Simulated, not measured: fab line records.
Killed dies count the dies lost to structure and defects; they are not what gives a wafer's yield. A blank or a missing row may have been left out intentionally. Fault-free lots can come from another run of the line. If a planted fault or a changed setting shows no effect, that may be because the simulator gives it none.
fab line records	flow n5-finfet
record: lots: 7	wafers: 21
route steps=1938 shown BEOL_M15@1802 MIM_BOT@1833
start-h: hours from the record's opening day to when the first of the lot's shown wafers began	wait-h: hours since the lot's step before	" repeats the value in the row above	L1.1+2: one row covering several wafers at once	- no value present, or no start provided	* or withheld: withheld	< > ~ a bound
route shown NAME@n: a module of which the file shows steps, and the number in the route of the first	usual: mean/standard deviation of fault-free wafers	same: alike in all rows	chamber/n: place in a boat	sites: readings site by site	_std_site: standard deviation across them	_edge_site: outer sites' mean less inner sites'	radius-mm: for every site, how far away it sits from the centre of the wafer	mask NAME#n: copy n	behind: tool/chamber where the wafer was last shaped	hold: cause of the lot's hold/its duration in hours/its outcome	device: transistor that didn't switch, given as n, p or np	end of line: tests run on the same wafers once the route is complete	a step given without rows: its recipe and nothing more	killed: dies that structure and defects cost at the first sort, which is not the same as the wafer's yield	map: the dies of a wafer, with x for killed, . for not killed, _ for no die there
set.NAME: the setting as run; set.NAME@STEP: as run at that earlier step	model.NAME: the simulator's own value behind a step, which no gauge read
lots with deliberately changed settings; one table per step, one row per wafer
== steps ==
step: N5_BEOL_M15_DEVELOP_27
recipe: develop-time-s: 45	rinse-liquid: diw	dry: air-spin	dev-temp-c: 21
lot.wafer	tool	chamber	start-h	wait-h	set.develop-time-s
L074.1+3	litho-track-05	0	-	-	40.74
L074.4	"	0	"	"	45
L079.1+2+5	litho-track-01	0	-	-	45
L084.3+4+6	litho-track-01	0	-	-	45
L087.2+4+6	litho-track-05	0	-	-	45
L088.2+5	litho-track-03	0	-	-	45
L088.6	"	0	"	"	37.41
L089.1+6	litho-track-05	0	-	-	51.24
L089.2	"	0	"	"	45
L091.3+4+6	litho-track-01	0	-	-	45
step: N5_BEOL_M15_HARDBAKE_32
recipe: temp-c: 130	time-s: 120
step: N5_BEOL_M15_CD_MEAS_28
recipe: target-cd-nm: 407.6	landing-energy-ev: 500	detector: se-inlens
usual: cd-nm: 408.0/1.9
lot.wafer	tool	chamber	start-h	wait-h	set.peb-temp-c@BEOL_M15_PEB_26	cd-nm
L074.1	cd-sem-02	0	252.73	-	126.9	392.1
L074.3	"	0	"	"	130	406.2
L074.4	"	0	"	"	130	407.0
L079.1	cd-sem-01	0	285.26	-	131.6	415.4
L079.2	"	0	"	"	131.6	415.0
L079.5	"	0	"	"	131.6	411.6
L084.3	cd-sem-02	0	332.82	-	130	410.0
L084.4	"	0	"	"	126.7	391.7
L084.6	"	0	"	"	130	409.6
L087.2	cd-sem-01	0	369.10	-	130	407.6
L087.4	"	0	"	"	130	403.7
L087.6	"	0	"	"	130	408.4
L088.2	cd-sem-01	0	371.02	-	126.3	389.6
L088.5	"	0	"	"	130	407.5
L088.6	"	0	"	"	130	407.7
L089.1	cd-sem-01	0	371.91	-	130	409.9
L089.2	"	0	"	"	130	409.2
L089.6	"	0	"	"	126.4	386.5
L091.3	cd-sem-03	0	372.39	-	131	412.2
L091.4	"	0	"	"	130	411.0
L091.6	"	0	"	"	130	409.4
step: N5_BEOL_M15_DESCUM_33
recipe: chemistry: O2	time-s: 7.9	source-power-w: 50	bias-power-w: 20	pressure-mtorr: 20	rf-frequency-hz: 2.712e+07	temp-c: 40	o2-flow-sccm: 225
lot.wafer	tool	chamber	start-h	wait-h	set.peb-temp-c@BEOL_M15_PEB_26	model.BEOL_M15.cd-nm
L074.1	rie-diel-02	3	252.82	0.0	126.9	391.8
L074.3	"	1	"	"	130	406.2
L074.4	"	2	"	"	130	406.8
L079.1	rie-diel-02	1	285.36	0.0	131.6	415.2
L079.2	"	0	"	"	131.6	-
L079.5	"	1	"	"	131.6	411.6
L084.3+6	rie-diel-02	3,0	333.04	0.2	130	409.6
L084.4	"	2	"	"	126.7	391.6
L087.2	rie-diel-05	0	369.49	0.3	130	407.4
L087.4	"	0	"	"	130	403.8
L087.6	"	0	"	"	130	408.2
L088.2	rie-diel-02	2	371.94	0.9	126.3	389.6
L088.5+6	"	2,3	"	"	130	407.6
L089.1	rie-diel-02	1	372.58	0.6	130	409.8
L089.2	"	0	"	"	130	408.8
L089.6	"	1	"	"	126.4	386.6
L091.3	rie-diel-02	1	372.82	0.4	131	412.2
L091.4	"	0	"	"	130	411.2
L091.6	"	0	"	"	130	409.6
step: N5_BEOL_M15_ETCH_61
recipe: chemistry: N2/H2	target: BARC	target-depth-a: 890	overetch-a: 267	time-s: 67.9	ion-energy-ev: 200	pressure-mtorr: 30	source-w: 840	bias-w: 150	n2-flow-sccm: 200	h2-flow-sccm: 200
lot.wafer	tool	chamber	start-h	wait-h	set.peb-temp-c@BEOL_M15_PEB_26	model.BEOL_M15.cd-nm
L074.1	rie-diel-02	3	252.85	0.0	126.9	384.2
L074.3	"	1	"	"	130	398.8
L074.4	"	2	"	"	130	400
L079.1	rie-diel-02	1	285.40	0.0	131.6	407.2
L079.2	"	0	"	"	131.6	406.6
L079.5	"	1	"	"	131.6	404
L084.3	rie-diel-02	3	333.08	0.0	130	401
L084.4	"	2	"	"	126.7	385
L084.6	"	0	"	"	130	401.6
L087.2+6	rie-diel-05	0	369.60	0.1	130	400
L087.4	"	0	"	"	130	395.8
L088.2	rie-diel-02	2	371.98	0.0	126.3	383.8
L088.5	"	2	"	"	130	401.2
L088.6	"	3	"	"	130	400
L089.1	rie-diel-02	1	372.61	0.0	130	401.8
L089.2	"	0	"	"	130	400.6
L089.6	"	1	"	"	126.4	378.4
L091.3	rie-diel-02	1	372.85	0.0	131	404
L091.4	"	0	"	"	130	402.4
L091.6	"	0	"	"	130	401
step: N5_BEOL_M15_TRENCH_ETCH_34
recipe: chemistry: C4F8/O2/Ar	target: SiO2	target-depth-a: 8729.3	he-inner-torr: 15	he-outer-torr: 30	time-s: 199	ion-energy-ev: 800	pressure-mtorr: 20	source-w: 1905	bias-w: 2040	Ar_flow_sccm: 400	C4F8_flow_sccm: 16	O2_flow_sccm: 12
lot.wafer	tool	chamber	start-h	wait-h	set.peb-temp-c@BEOL_M15_PEB_26	model.BEOL_M15.cd-nm
L074.1	rie-diel-02	3	252.90	0.0	126.9	384.2
L074.3	"	1	"	"	130	398.8
L074.4	"	2	"	"	130	399.8
L079.1	rie-diel-02	1	285.45	0.0	131.6	407
L079.2	"	0	"	"	131.6	406
L079.5	"	1	"	"	131.6	403.8
L084.3	rie-diel-02	3	333.13	0.0	130	400.6
L084.4	"	2	"	"	126.7	385.4
L084.6	"	0	"	"	130	401
L087.2	rie-diel-05	0	369.81	0.2	130	399.4
L087.4	"	0	"	"	130	395
L087.6	"	0	"	"	130	399.8
L088.2	rie-diel-02	2	372.03	0.0	126.3	384
L088.5	"	2	"	"	130	401.4
L088.6	"	3	"	"	130	400
L089.1	rie-diel-02	1	372.66	0.0	130	401.8
L089.2	"	0	"	"	130	399.8
L089.6	"	1	"	"	126.4	378.6
L091.3	rie-diel-02	1	372.91	0.0	131	404.6
L091.4	"	0	"	"	130	402.4
L091.6	"	0	"	"	130	401.2
step: N5_BEOL_M15_STRIP_36
recipe: chemistry: O2	power-w: 600	temp-c: 60	pressure-mtorr: 30	rf-frequency-hz: 6e+07	bias-power-w: 0	overash-fraction: 0.3	o2-flow-sccm: 225
step: N5_BEOL_M15_STRIP_62
recipe: chemistry: O2	power-w: 600	temp-c: 60	pressure-mtorr: 30	rf-frequency-hz: 6e+07	bias-power-w: 0	overash-fraction: 0.3	o2-flow-sccm: 225
step: N5_BEOL_M15_STRIP_37
recipe: chemistry: O2	power-w: 600	temp-c: 60	pressure-mtorr: 30	rf-frequency-hz: 6e+07	bias-power-w: 0	overash-fraction: 0.3	o2-flow-sccm: 225
step: N5_BEOL_M15_ETCH_38
recipe: chemistry: CF4/N2	target: SiCN	target-depth-a: 1064	taper-deg: 2	time-s: 120.5	ion-energy-ev: 150	mask-material: SiO2	pressure-mtorr: 40	source-w: 430	bias-w: 70	Ar_flow_sccm: 100	cf4-flow-sccm: 60	n2-flow-sccm: 60
lot.wafer	tool	chamber	start-h	wait-h	set.peb-temp-c@BEOL_M15_PEB_26	model.BEOL_M15.cd-nm
L074.1	rie-diel-05	1	-	-	126.9	384
L074.3	"	0	"	"	130	399
L074.4	"	0	"	"	130	399.8
L079.1	rie-diel-02	3	-	-	131.6	407
L079.2	"	2	"	"	131.6	406
L079.5	"	3	"	"	131.6	403.8
L084.3	rie-diel-05	2	-	-	130	400.6
L084.4	"	3	"	"	126.7	385.4
L084.6	"	1	"	"	130	400.8
L087.2	rie-diel-02	3	-	-	130	399.4
L087.4	"	2	"	"	130	395.2
L087.6	"	0	"	"	130	399.6
L088.2	rie-diel-05	0	-	-	126.3	383.8
L088.5	"	0	"	"	130	401.4
L088.6	"	3	"	"	130	400.2
L089.1	rie-diel-06	1	-	-	130	402
L089.2	"	3	"	"	130	399.8
L089.6	"	1	"	"	126.4	378.6
L091.3	rie-diel-05	0	-	-	131	404.6
L091.4	"	3	"	"	130	402.6
L091.6	"	0	"	"	130	401.2
step: N5_BEOL_M15_CMP_49
recipe: stop-on: SiO2	t-overpolish-s: 4.9	down-force-psi: 2	platen-rpm: 80	clearing-platen-down-force-psi: 2	clearing-platen-rpm: 80	post-cmp-clean: cu-alkaline	target-thk-nm: 850	clearing-platen-pad-velocity-m-s: 1.5917	pad-velocity-m-s: 1.5917
usual: barrier-field-endpoint-s: 11.54/0.25
lot.wafer	tool	chamber	start-h	wait-h	set.down-force-psi	barrier-field-endpoint-s
L074.4	cmp-03	1	257.44	0.2	2.348	9.53
L074.3	"	2	"	"	2	11.05
L074.1	"	3	"	"	2	11.75
L079.2	cmp-04	3	290.01	0.4	2.163	10.88
L079.1	"	1	"	"	2	11.38
L079.5	"	0	"	"	2.163	10.72
L084.3	cmp-04	2	335.22	0.2	2	11.52
L084.4	"	0	"	"	2.117	10.65
L084.6	"	3	"	"	2.117	10.78
L087.2	cmp-04	3	374.79	0.2	2	11.80
L087.4	"	1	"	"	2	11.21
L087.6	"	0	"	"	2	11.44
L088.2	cmp-03	1	375.17	0.3	1.556	15.23
L088.6	"	2	"	"	2	11.35
L088.5	"	3	"	"	1.556	15.09
L089.1	cmp-04	1	376.09	0.3	2.24	10.27
L089.2	"	2	"	"	2.24	10.44
L089.6	"	1	"	"	2	11.44
L091.3	cmp-04	1	376.39	0.2	2	11.05
L091.4	"	3	"	"	2	11.05
L091.6	"	0	"	"	2	11.14
step: N5_MIM_BOT_SPUTTER_00
recipe: material: TiN	target-thk-a: 350	temp-c: 200	power-w: 3000	chamber-pressure-pa: 0.49996	gas: Ar	reactive-partial-pa: 0.37997	time-s: 89.7
lot.wafer	tool	chamber	start-h	wait-h	set.chamber-pressure-pa	model.TiN_of_MIM_BOT_SPUTTER_00.thk-nm
L074.1+4	pvd-sputter-03	-	259.21	0.0	0.5593	34.2
L074.3	"	-	"	"	0.5593	34.4
L079.1	pvd-sputter-01	-	291.85	0.0	0.5367	34.4
L079.2	"	-	"	"	0.5367	34.2
L079.5	"	-	"	"	0.5367	34.6
L084.3+6	pvd-sputter-01	-	336.92	0.0	0.4793	35.4
L084.4	"	-	"	"	0.4793	35.6
L087.2+4	pvd-sputter-01	-	377.04	0.0	0.49996	34.8
L087.6	"	-	"	"	0.49996	34.6
L088.2	pvd-sputter-03	-	377.36	0.0	0.5286	34.6
L088.5	"	-	"	"	0.5286	34.8
L088.6	"	-	"	"	0.5286	35
L089.1	pvd-sputter-01	-	379.48	0.0	0.5371	34.2
L089.2	"	-	"	"	0.5371	34.6
L089.6	"	-	"	"	0.5371	34.4
L091.3+6	pvd-sputter-01	-	379.72	0.0	0.5749	33.6
L091.4	"	-	"	"	0.5749	33.4
== key ==
split: step: N5_BEOL_M15_DEVELOP_27	setting: develop-time-s	stated: 45	by: wafer
response none clear
split: step: N5_BEOL_M15_CMP_49	setting: down-force-psi	stated: 2	by: wafer
response: step: N5_BEOL_M15_CMP_49	reading: barrier-field-endpoint-s	change: -0.134	per: 1%	r: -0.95
split: step: N5_MIM_BOT_SPUTTER_00	setting: chamber-pressure-pa	stated: 0.49996	by: lot
response: step: N5_MIM_BOT_SPUTTER_00	reading: model.TiN_of_MIM_BOT_SPUTTER_00.thk-nm	change: -0.084	per: 1%	r: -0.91
split outside-this-file step=N5_BEOL_M15_PEB_26 setting=peb-temp-c
split outside-this-file: this setting was split too, and the file shows its column; the key of that split is in another file
